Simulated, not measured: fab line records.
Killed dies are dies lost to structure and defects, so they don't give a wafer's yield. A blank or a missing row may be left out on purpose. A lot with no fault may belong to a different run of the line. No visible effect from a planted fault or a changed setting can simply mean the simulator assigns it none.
fab line records ; flow nand_harc
record lots=12; wafers=35; last_day=25
route steps=1159 shown A_STAIRCASE@559 END@1159
lots untouched by any fault: they come from a run of this same line in which no faults occurred
start_h: start of the lot's first displayed wafer, in hours after the record's first day ; wait_h: hours from the lot's prior step to this one ; " the same as in the row above ; L1.1+2: one row covering several wafers at once ; - no value present, or no start provided ; * or withheld: withheld ; < > ~ a bound
route shown NAME@n: names a module that has steps shown in the file, with the first one's number in the route ; usual: average and standard deviation across the fault-free wafers ; same: alike in all rows ; chamber/n: place in a boat ; sites: the reading at each site ; _std_site: how widely they spread, as a standard deviation ; _edge_site: the outer-site mean with the inner-site mean subtracted ; radius_mm: for every site, how far away it sits from the centre of the wafer ; mask NAME#n: copy n ; behind: the last tool/chamber to shape the wafer ; hold: the reason the lot was held/the length of the hold in hours/how it ended ; device: the transistor (n, p or np) that didn't switch ; end of line: the same wafers' tests at the end of the route ; a step given without rows: its recipe and nothing more ; killed: not the wafer's yield, but the dies lost to structure and defects at the first sort ; map: the dies of a wafer, with x for killed, . for not killed, _ for no die there
set.NAME: the setting the step ran with; set.NAME@STEP: the setting that earlier step ran with ; model.NAME: the simulator's own value behind a step, which no gauge read
the route's steps for a sample of lots (tables are steps, rows are wafers)
services: a tool's chamber out of use, with start hour (start_h, from the record's first day; less than 0 if before it), hours out, and reason
## steps
# step NHARC_A_STAIRCASE_TRIM_22
# recipe time_s=211.2; o2_flow_sccm=500; ar_flow_sccm=0; bias_w=0; chemistry=O2
# usual drypump_motor_current_A=5.7/0.47; oes_product_au=1.000/0.015; rf_vpp_V=57.9/0.96; showerhead_plenum_p_Torr=3.50/0.15; throttle_valve_pct=17.037/0.0082
lot.wafer;tool;chamber;start_h;wait_h;drypump_motor_current_A;oes_product_au;rf_hours_counter_h;rf_vpp_V;showerhead_plenum_p_Torr;throttle_valve_pct
L204.2;rie_diel-11;0;-;-;6.1;0.999;14;57.9;3.58;17.044
L204.5;rie_diel-11;3;-;-;5.9;0.999;-;58.2;3.50;17.044
L204.4;rie_diel-11;1;-;-;5.2;0.976;-;58.8;3.34;17.042
L206.1;rie_diel-11;3;-;-;5.9;0.997;23;58.5;3.49;17.021
L206.4;rie_diel-11;3;-;-;5.9;1.005;-;57.3;3.49;17.021
L206.6;rie_diel-11;1;-;-;5.2;0.959;-;56.8;3.33;17.037
L205.2;rie_diel-11;0;-;-;6.1;0.998;23;58.5;3.57;17.021
L205.1;rie_diel-11;1;-;-;5.2;0.973;23;58.1;3.33;17.052
L205.5;rie_diel-11;3;-;-;5.9;0.996;-;57.4;3.49;17.039
L209.3;rie_diel-13;3;-;-;4.9;1.016;60;57.4;3.34;17.046
L209.4;rie_diel-13;1;-;-;5.5;1.000;68;58.6;3.44;17.039
L209.5;rie_diel-13;3;-;-;5.0;1.019;-;56.8;3.34;17.040
L210.2;rie_diel-11;2;-;-;6.5;0.993;11;57.0;3.57;17.045
L210.5;rie_diel-11;2;-;-;6.5;0.984;-;57.5;3.57;17.043
L217.4;rie_diel-11;0;-;-;6.1;1.004;47;59.3;3.56;17.029
L217.1;rie_diel-11;2;-;-;6.5;0.997;22;57.4;3.57;17.023
L217.2;rie_diel-11;3;-;-;5.9;1.005;45;57.8;3.48;17.033
L216.3;rie_diel-11;3;-;-;5.9;1.009;47;58.8;3.48;17.040
L216.4;rie_diel-11;1;-;-;5.2;0.976;50;58.5;3.32;17.052
L216.5;rie_diel-11;0;-;-;6.1;0.994;-;59.1;3.56;17.048
L219.4;rie_diel-13;0;-;-;5.3;1.027;15;58.1;3.80;17.036
L219.3;rie_diel-13;1;-;-;5.6;0.991;15;57.6;3.43;17.046
L219.2;rie_diel-13;3;-;-;4.9;1.022;16;57.3;3.33;17.030
L220.2;rie_diel-13;2;-;-;5.4;1.001;20;58.1;3.67;17.027
L220.1;rie_diel-13;3;-;-;5.0;1.019;20;56.5;3.33;17.051
L220.6;rie_diel-13;2;-;-;5.5;0.993;-;60.4;3.67;17.036
L223.4;rie_diel-13;1;-;-;5.6;1.000;33;58.2;3.42;17.033
L223.3;rie_diel-13;2;-;-;5.4;1.001;32;58.2;3.67;17.041
L223.2;rie_diel-13;3;-;-;5.0;1.021;31;58.9;3.32;17.031
L225.1;rie_diel-10;2;-;-;5.6;1.003;5;56.3;3.41;17.037
L225.3;rie_diel-10;0;-;-;6.3;0.995;5;59.1;3.71;17.036
L225.4;rie_diel-10;2;-;-;5.6;1.012;-;59.5;3.41;17.040
L226.3;rie_diel-11;1;-;-;5.2;1.021;5;58.8;3.31;17.041
L226.4;rie_diel-11;2;-;-;6.5;1.013;6;58.0;3.55;17.034
L226.6;rie_diel-11;1;-;-;5.2;1.014;-;58.1;3.31;17.025
# step NHARC_A_STAIRCASE_TRIM_24
# recipe time_s=211.2; o2_flow_sccm=500; ar_flow_sccm=0; bias_w=0; chemistry=O2
# usual drypump_motor_current_A=5.7/0.49; oes_product_au=0.999/0.017; rf_vpp_V=57.6/0.9; showerhead_plenum_p_Torr=3.50/0.15; throttle_valve_pct=17.037/0.0088
lot.wafer;tool;chamber;start_h;wait_h;drypump_motor_current_A;oes_product_au;rf_hours_counter_h;rf_vpp_V;showerhead_plenum_p_Torr;throttle_valve_pct
L204.2;rie_diel-11;0;-;-;6.1;1.003;15;58.7;3.58;17.042
L204.5;rie_diel-11;0;-;-;6.1;1.000;-;57.9;3.58;17.034
L204.4;rie_diel-11;1;-;-;5.2;0.980;-;57.6;3.34;17.027
L206.1;rie_diel-11;3;-;-;5.9;1.000;23;56.4;3.49;17.033
L206.4;rie_diel-11;3;-;-;5.9;1.010;-;57.7;3.49;17.036
L206.6;rie_diel-11;0;-;-;6.1;0.987;-;57.6;3.57;17.029
L205.2;rie_diel-11;3;-;-;5.9;1.004;23;58.3;3.49;17.042
L205.1;rie_diel-11;0;-;-;6.1;0.992;23;58.0;3.57;17.045
L205.5;rie_diel-11;3;-;-;5.9;1.004;-;57.4;3.49;17.042
L209.4;rie_diel-13;3;-;-;4.9;1.020;60;57.5;3.34;17.034
L209.3;rie_diel-13;1;-;-;5.6;1.007;68;57.9;3.44;17.033
L209.5;rie_diel-13;2;-;-;5.5;1.018;-;57.8;3.69;17.035
L210.2;rie_diel-11;3;-;-;5.9;0.998;36;57.5;3.49;17.045
L210.5;rie_diel-11;0;-;-;6.1;1.000;-;58.3;3.56;17.050
L217.2;rie_diel-11;3;-;-;5.9;1.005;45;57.9;3.48;17.062
L217.1;rie_diel-11;0;-;-;6.1;1.000;47;56.4;3.56;17.044
L217.4;rie_diel-11;1;-;-;5.2;0.981;48;57.6;3.32;17.031
L216.3;rie_diel-11;2;-;-;6.5;0.990;24;58.1;3.57;17.027
L216.4;rie_diel-11;1;-;-;5.2;0.970;50;57.3;3.32;17.029
L216.5;rie_diel-11;2;-;-;6.5;0.983;-;58.9;3.57;17.037
L219.4;rie_diel-13;2;-;-;5.4;1.005;15;57.5;3.68;17.026
L219.3;rie_diel-13;3;-;-;4.9;1.031;16;57.0;3.33;17.044
L219.2;rie_diel-13;0;-;-;5.3;1.038;16;57.6;3.80;17.047
L220.1;rie_diel-13;0;-;-;5.3;1.020;22;59.2;3.80;17.026
L220.2;rie_diel-13;2;-;-;5.4;0.999;20;57.4;3.67;17.031
L220.6;rie_diel-13;0;-;-;5.2;1.014;-;57.1;3.80;17.035
L223.3;rie_diel-13;0;-;-;5.3;1.015;32;55.4;3.79;17.038
L223.4;rie_diel-13;1;-;-;5.6;1.005;33;58.5;3.42;17.043
L223.2;rie_diel-13;2;-;-;5.4;0.992;32;57.6;3.67;17.031
L225.3;rie_diel-10;0;-;-;6.3;1.008;5;56.8;3.71;17.056
L225.1;rie_diel-10;1;-;-;6.3;1.009;5;58.8;3.80;17.047
L225.4;rie_diel-10;2;-;-;5.6;1.016;-;57.8;3.41;17.049
L226.4;rie_diel-11;1;-;-;5.2;1.007;5;56.5;3.31;17.051
L226.3;rie_diel-11;2;-;-;6.5;0.996;6;58.9;3.55;17.035
L226.6;rie_diel-11;2;-;-;6.5;0.999;-;56.8;3.55;17.021
# step NHARC_A_STAIRCASE_ETCH_25
# recipe target_depth_a=1000; time_s=40.5; ion_energy_ev=400; c4f8_flow_sccm=20; o2_flow_sccm=10; ar_flow_sccm=withheld; rf_w=600; bias_w=1000; chemistry=C4F8/O2
# usual oes_product_au=0.943/0.015; rf_fwd_power_W=592.4/2.4; rf_vpp_V=895/5.3; run_length_s=62.0/0.46
lot.wafer;tool;chamber;start_h;wait_h;oes_product_au;rf_fwd_power_W;rf_hours_counter_h;rf_vpp_V;run_length_s
L204.2;rie_diel-11;1;-;-;0.920;592.4;15;889;62.6
L204.4;rie_diel-11;3;-;-;0.952;594.3;-;896;62.0
L204.5;rie_diel-11;0;-;-;0.939;592.4;-;897;62.2
L206.1;rie_diel-11;0;-;-;0.936;589.2;23;897;62.3
L206.4;rie_diel-11;1;-;-;0.910;591.3;-;889;62.6
L206.6;rie_diel-11;3;-;-;0.932;598.2;-;895;61.7
L205.1;rie_diel-11;3;-;-;0.937;595.2;23;895;61.6
L205.2;rie_diel-11;0;-;-;0.928;591.4;23;897;61.9
L205.5;rie_diel-11;1;-;-;0.903;591.1;-;890;62.9
L209.3;rie_diel-13;0;-;-;0.983;594.6;66;887;62.3
L209.4;rie_diel-13;1;-;-;0.941;594.2;68;892;61.6
L209.5;rie_diel-13;2;-;-;0.948;592.0;-;901;62.2
L210.2;rie_diel-11;3;-;-;0.946;593.5;37;894;61.5
L210.5;rie_diel-11;2;-;-;0.939;595.3;-;898;61.3
L217.2;rie_diel-11;3;-;-;0.940;594.5;46;895;61.9
L217.1;rie_diel-11;0;-;-;0.926;592.0;47;897;62.6
L217.4;rie_diel-11;2;-;-;0.932;593.7;22;899;61.4
L216.4;rie_diel-11;0;-;-;0.932;588.5;49;897;62.2
L216.3;rie_diel-11;2;-;-;0.930;592.5;24;898;61.3
L216.5;rie_diel-11;0;-;-;0.939;590.1;-;897;62.5
L219.2;rie_diel-13;1;-;-;0.939;591.6;15;892;61.8
L219.4;rie_diel-13;3;-;-;0.963;593.5;16;888;62.4
L219.3;rie_diel-13;0;-;-;0.965;589.5;16;905;62.1
L220.1;rie_diel-13;0;-;-;0.961;594.6;22;905;62.5
L220.2;rie_diel-13;1;-;-;0.943;596.2;22;892;61.9
L220.6;rie_diel-13;0;-;-;0.957;594.7;-;906;62.2
L223.4;rie_diel-13;1;-;-;0.954;593.6;33;892;61.6
L223.2;rie_diel-13;2;-;-;0.936;594.2;32;900;62.0
L223.3;rie_diel-13;0;-;-;0.956;592.9;32;905;62.1
L225.1;rie_diel-10;2;-;-;0.956;593.6;5;893;62.3
L225.3;rie_diel-10;0;-;-;0.944;594.9;5;904;61.3
L225.4;rie_diel-10;0;-;-;0.942;594.1;-;903;61.5
L226.3;rie_diel-11;0;-;-;0.938;589.3;5;898;61.8
L226.4;rie_diel-11;2;-;-;0.943;590.8;7;897;61.2
L226.6;rie_diel-11;0;-;-;0.941;590.8;-;896;62.1
# step NHARC_A_STAIRCASE_ETCH_27
# recipe target_depth_a=1000; time_s=40.5; ion_energy_ev=400; c4f8_flow_sccm=20; o2_flow_sccm=10; ar_flow_sccm=withheld; rf_w=600; bias_w=1000; chemistry=C4F8/O2
# usual oes_product_au=0.945/0.017; rf_fwd_power_W=592.4/2.4; rf_vpp_V=895/5.3; run_length_s=62.0/0.51
lot.wafer;tool;chamber;start_h;wait_h;oes_product_au;rf_fwd_power_W;rf_hours_counter_h;rf_vpp_V;run_length_s
L204.2;rie_diel-11;1;231.47;-;0.920;591.9;15;891;63.3
L204.5;rie_diel-11;3;231.47;-;0.947;592.9;-;895;61.9
L204.4;rie_diel-11;0;231.47;-;0.944;587.9;-;899;61.9
L206.1;rie_diel-11;3;250.96;-;0.940;594.2;23;894;61.7
L206.6;rie_diel-11;1;250.96;-;0.917;594.1;-;889;62.6
L206.4;rie_diel-11;3;250.96;-;0.942;597.4;-;895;61.7
L205.1;rie_diel-11;3;254.55;-;0.948;594.7;25;893;62.3
L205.2;rie_diel-11;0;254.55;-;0.937;589.2;25;898;61.8
L205.5;rie_diel-11;3;254.55;-;0.962;593.8;-;895;62.0
L209.4;rie_diel-13;1;271.49;-;0.948;593.8;68;894;61.8
L209.3;rie_diel-13;3;271.49;-;0.953;593.7;60;889;62.3
L209.5;rie_diel-13;1;271.49;-;0.939;594.4;-;892;62.0
L210.2;rie_diel-11;1;286.88;-;0.924;590.3;39;891;76.1
L210.5;rie_diel-11;0;286.88;-;0.938;589.6;-;896;61.9
L217.2;rie_diel-11;0;315.04;-;0.940;591.0;47;898;75.2
L217.4;rie_diel-11;1;315.04;-;0.907;593.5;48;889;62.6
L217.1;rie_diel-11;3;315.04;-;0.929;592.6;46;894;61.8
L216.4;rie_diel-11;1;321.78;-;0.927;588.1;51;888;62.8
L216.3;rie_diel-11;2;321.78;-;0.928;595.5;24;896;75.3
L216.5;rie_diel-11;0;321.78;-;0.951;587.6;-;897;61.8
L219.4;rie_diel-13;3;328.42;-;0.953;593.8;16;889;62.2
L219.2;rie_diel-13;0;328.42;-;0.965;592.4;16;907;62.7
L219.3;rie_diel-13;1;328.42;-;0.931;590.3;15;893;61.7
L220.2;rie_diel-13;1;342.14;-;0.951;594.6;22;891;61.9
L220.1;rie_diel-13;2;342.14;-;0.944;591.1;20;900;62.4
L220.6;rie_diel-13;0;342.14;-;0.964;591.6;-;905;62.6
L223.4;rie_diel-13;0;370.24;-;0.953;592.4;32;905;62.2
L223.2;rie_diel-13;1;370.24;-;0.944;595.2;33;893;61.7
L223.3;rie_diel-13;2;370.24;-;0.940;592.3;32;900;62.0
L225.3;rie_diel-10;0;377.76;-;0.943;593.4;6;903;61.2
L225.1;rie_diel-10;1;377.76;-;0.940;593.3;5;906;61.9
L225.4;rie_diel-10;2;377.76;-;0.957;593.4;-;892;61.3
L226.3;rie_diel-11;0;389.59;-;0.938;590.2;5;897;62.6
L226.4;rie_diel-11;3;389.59;-;0.938;592.7;6;895;61.5
L226.6;rie_diel-11;0;389.59;-;0.932;591.3;-;898;61.8
# step NHARC_END_SORT_01
# recipe temp_c=25
# usual killed_at_array=27/10; killed_at_other=0.6/0.83; killed_at_periphery=2.4/1.8; killed_dies=30/10; killed_open=3.3/1.7; killed_short=1.8/1.4
# same gross_dies=677
lot.wafer;tool;chamber;start_h;wait_h;killed_at_array;killed_at_other;killed_at_periphery;killed_dies;killed_open;killed_short
L210.2;prober-02;0;494.26;2.8;671;2;4;677;2;0
L210.5;prober-02;0;496.66;3.7;11;0;4;15;3;1
L217.1;prober-01;0;501.91;6.5;18;2;1;21;5;3
L217.2;prober-01;0;502.70;6.8;673;1;3;677;5;1
L217.4;prober-01;0;504.29;7.3;29;0;1;30;9;0
L216.3;prober-02;0;510.72;3.1;675;0;2;677;3;2
L216.4;prober-02;0;511.52;3.4;28;0;2;30;5;4
L216.5;prober-02;0;512.33;3.7;24;0;2;26;1;0
# killed by level:class
L210.2 A_STAIRCASE:area_etch=662 A_CHANNEL_HOLE_D1:chamber_film_flake=4 P_GATE:chamber_film_flake=2 A_STAIRCASE:chamber_film_flake=2 A_CONTACT:chamber_film_flake=2 THIN_TSV:chamber_film_flake=2 P_GATE:geometric_particle:open=1 A_BLC:geometric_particle:open=1
L210.5 A_CHANNEL_HOLE_D1:chamber_film_flake=3 A_STAIRCASE:chamber_film_flake=3 P_STI:chamber_film_flake=2 A_SLIT:chamber_film_flake=2 P_CONTACT:geometric_particle:short=1 P_M2:geometric_particle:open=1 A_CONTACT:geometric_particle:open=1 A_ZERO_WELL:chamber_film_flake=1
L217.1 A_CONTACT:chamber_film_flake=7 A_CHANNEL_HOLE_D1:chamber_film_flake=3 A_CONTACT:geometric_particle:short=2 THIN_TSV:chamber_film_flake=2 P_M1:geometric_particle:open=1 A_ONON_D1:geometric_particle:short=1 A_ONON_D1:geometric_particle:open=1 A_CHANNEL_FILL_D1:geometric_particle:open=1
L217.2 A_STAIRCASE:area_etch=660 A_CHANNEL_HOLE_D1:chamber_film_flake=4 A_CONTACT:chamber_film_flake=3 P_M0:geometric_particle:open=1 A_CHANNEL_HOLE_D1:geometric_particle:open=1 A_SGD_CUT:geometric_particle:open=1 A_WL_FILL:geometric_particle:short=1 A_WL_FILL:geometric_particle:open=1
L217.4 A_CHANNEL_HOLE_D1:chamber_film_flake=10 A_STAIRCASE:chamber_film_flake=6 A_CONTACT:chamber_film_flake=5 A_CONTACT:geometric_particle:open=2 P_M0:geometric_particle:open=1 A_ONON_D1:geometric_particle:open=1 A_CHANNEL_FILL_D1:geometric_particle:open=1 A_SGD_CUT:geometric_particle:open=1
L216.3 A_STAIRCASE:area_etch=643 A_CHANNEL_HOLE_D1:chamber_film_flake=18 A_CONTACT:chamber_film_flake=5 A_STAIRCASE:chamber_film_flake=3 A_ONON_D1:geometric_particle:short=1 A_WL_FILL:geometric_particle:short=1 A_CONTACT:geometric_particle:open=1 A_BLC:geometric_particle:open=1
L216.4 A_CHANNEL_HOLE_D1:chamber_film_flake=19 A_CHANNEL_FILL_D1:geometric_particle:short=2 A_WL_FILL:geometric_particle:short=2 P_CONTACT:geometric_particle:open=1 P_M0:geometric_particle:open=1 A_ONON_D1:geometric_particle:open=1 A_CHANNEL_FILL_D1:geometric_particle:open=1 A_M1:geometric_particle:open=1
L216.5 A_CHANNEL_HOLE_D1:chamber_film_flake=16 A_CONTACT:chamber_film_flake=8 P_M1:geometric_particle:open=1 P_ZERO_WELL:chamber_film_flake=1
## services
tool;chamber;start_h;hours;kind
rie_diel-10;2;206.85;1.4;repair
rie_diel-13;3;214.06;10.1;repair
rie_diel-11;0;223.21;-;clean
rie_diel-11;1;223.21;-;clean
rie_diel-11;2;223.21;-;clean
rie_diel-11;3;223.21;-;clean
rie_diel-11;-;237.80;0.4;repair
rie_diel-11;0;247.79;-;clean
rie_diel-11;1;247.79;-;clean
rie_diel-11;2;247.79;-;clean
rie_diel-11;3;247.79;-;clean
rie_diel-11;0;272.29;-;clean
rie_diel-11;1;272.29;-;clean
rie_diel-11;2;272.29;-;clean
rie_diel-11;3;272.29;-;clean
rie_diel-13;-;276.00;9.0;pm
rie_diel-11;0;296.81;-;clean
rie_diel-11;1;296.81;-;clean
rie_diel-11;2;296.81;-;clean
rie_diel-11;3;296.81;-;clean
rie_diel-10;2;344.04;9.2;repair
rie_diel-10;-;353.50;9.0;pm
rie_diel-11;-;366.65;9.0;pm
rie_diel-10;3;373.61;6.9;repair
## key
first_sign step=NHARC_A_STAIRCASE_ETCH_27; reading=run_length_s; direction=up; sigmas=27; usual=*; struck=*
effect step=NHARC_END_SORT_01; reading=killed_at_array; direction=up; sigmas=63; usual=27; struck=673
more_kills_born_at NHARC_A_STAIRCASE_ETCH_27@rie_diel-11=1965
met_at NHARC_A_STAIRCASE_ETCH_27
struck_lots L210,L216,L217
struck_wafers L210.2,L216.3,L217.2
later_rows_left_out L210.2,L216.3,L217.2
tester_left_out L210,L216,L217
not_acting_at NHARC_A_STAIRCASE_TRIM_22,NHARC_A_STAIRCASE_TRIM_24,NHARC_A_STAIRCASE_ETCH_25
onset_between 254.55 286.88
fault kind=process_parameter_drift; tool=rie_diel-11; chamber=-; onset_h=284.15; steps=NHARC_A_STAIRCASE_ETCH_27; channel=time_s; offset=*; shape=step; end_h=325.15; scope=struck_wafers_only; acts_in=*; stated=*
# tester_left_out: of these lots the tester's yield and bins aren't shown, on N5 and GAA mostly nor the transistor test; their killed dies are dies lost to structure and defects alone, not to doping, threshold or leakage, so they don't give the yield
# later_rows_left_out: the simulator's readings of these wafers behind a module that went badly wrong aren't trusted and aren't shown, but for the sort
